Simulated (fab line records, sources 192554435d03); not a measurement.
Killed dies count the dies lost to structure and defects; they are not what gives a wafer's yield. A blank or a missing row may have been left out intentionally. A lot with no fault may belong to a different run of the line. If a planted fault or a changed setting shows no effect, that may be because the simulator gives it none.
Problem report, 8D (eight disciplines) form, completed by code :: flow n5-finfet :: the parts of the form that need people (team, actions taken, sign-off) are left out

1. THE ISSUE
Wafers without a fault read 15000 W, standard deviation 2.2; cathode-dc-power-W at N5_BEOL_M13_SPUTTER_44 reads a mean of 14277 W on 3 wafers belonging to 2 lots. That is -99 or more standard deviations from the usual mean.
The step: material Ta, target thk 10 nm, time 16.13 s.
Seen first at day 14 01:12 on pvd-sputter-01, wafer L762.3. The record has a number at this step for 18 wafers belonging to 6 lots. The rule behind "out" and "out of limits": a value lying over 4 standard deviations away from the usual mean. The other wafers with a number count as sound.

2. WHAT IT IS AND WHAT IT IS NOT
question: which readings at this step
is: cathode-dc-power-W
is not: bias-v, throttle-valve-pct

question: which lots
is: L762, L767
is not: L755, L757, L769, L770

question: which wafers of those lots
is: L762.3, L767.4, L767.5
is not: L762.2, L762.4, L767.6

question: read on which tools
is: pvd-sputter-01
is not: pvd-sputter-02, pvd-sputter-03

question: when
is: from day 14 01:12
is not: up to then (8 sound wafers); but 7 sound wafers of L767, L769, L770 came after

3. SUSPECTS, AND WHAT RULES EACH OUT
Counting: a tool at a process step up to the reading stays a suspect if it ran every lot that is out. Sound lots after the first of them don't rule it out here, since some wafers of a struck lot are sound.
- rie-diel-03 at N5_BEOL_M13_ETCH_68 (etches SOC in N2/H2, time 355 s): kept. It processed each lot that is out (first: L762, day 14 00:05); up to then, its last sound lot is L757 (day 12 23:01).
- plasma-asher-02 at N5_BEOL_M13_STRIP_37 (strips in N2/H2): kept. It processed each lot that is out (first: L762, day 14 00:32); up to then, its last sound lot is L757 (day 12 23:28).
- pvd-sputter-01 at N5_BEOL_M13_DEGAS_41 (time 60 s): kept. It processed each lot that is out (first: L762, day 14 01:02); up to then, its last sound lot is L757 (day 13 00:37).
- pvd-sputter-01 at N5_BEOL_M13_SPUTTER_43 (material TaN, target thk 15 nm, time 24.19 s): kept. It processed each lot that is out (first: L762, day 14 01:07); up to then, its last sound lot is L757 (day 13 00:42).
- pvd-sputter-01 at N5_BEOL_M13_SPUTTER_44 (material Ta, target thk 10 nm, time 16.13 s): kept. It processed each lot that is out (first: L762, day 14 01:12); up to then, its last sound lot is L757 (day 13 00:47). Its own cathode-dc-power-W readings are out on those wafers.
Left after counting: rie-diel-03 at N5_BEOL_M13_ETCH_68, plasma-asher-02 at N5_BEOL_M13_STRIP_37, pvd-sputter-01 at N5_BEOL_M13_DEGAS_41, pvd-sputter-01 at N5_BEOL_M13_SPUTTER_43, pvd-sputter-01 at N5_BEOL_M13_SPUTTER_44.

4. THE CAUSE (what the simulator had put in)
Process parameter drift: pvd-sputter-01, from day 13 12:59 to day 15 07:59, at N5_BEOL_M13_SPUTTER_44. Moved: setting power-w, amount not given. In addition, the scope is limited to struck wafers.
This tool is one of the 5 suspects left after counting.

5. SEQUENCE OF EFFECTS, ordered by route
Each row: a reading whose mean over the struck wafers that have a number lies more than 3 standard deviations from the usual. Scope: only readings with a usual standard deviation given in the record; hours: median across lots of the time from each lot's start at the first step in this table that gives one to its start at this step; sigmas: change in usual standard deviations.
hours: 0
step: N5_BEOL_M13_SPUTTER_44
reading: cathode-dc-power-W
usual: 15000 W
on struck wafers: 14277
change: -723
sigmas: -99 or more
The process steps in it:
- N5_BEOL_M13_SPUTTER_44: material Ta, target thk 10 nm, time 16.13 s.

6. HOW IT WOULD HAVE BEEN CAUGHT EARLIER
First out-of-limits reading in this record: day 14 01:12, which is 12 hours after fault onset at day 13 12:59.
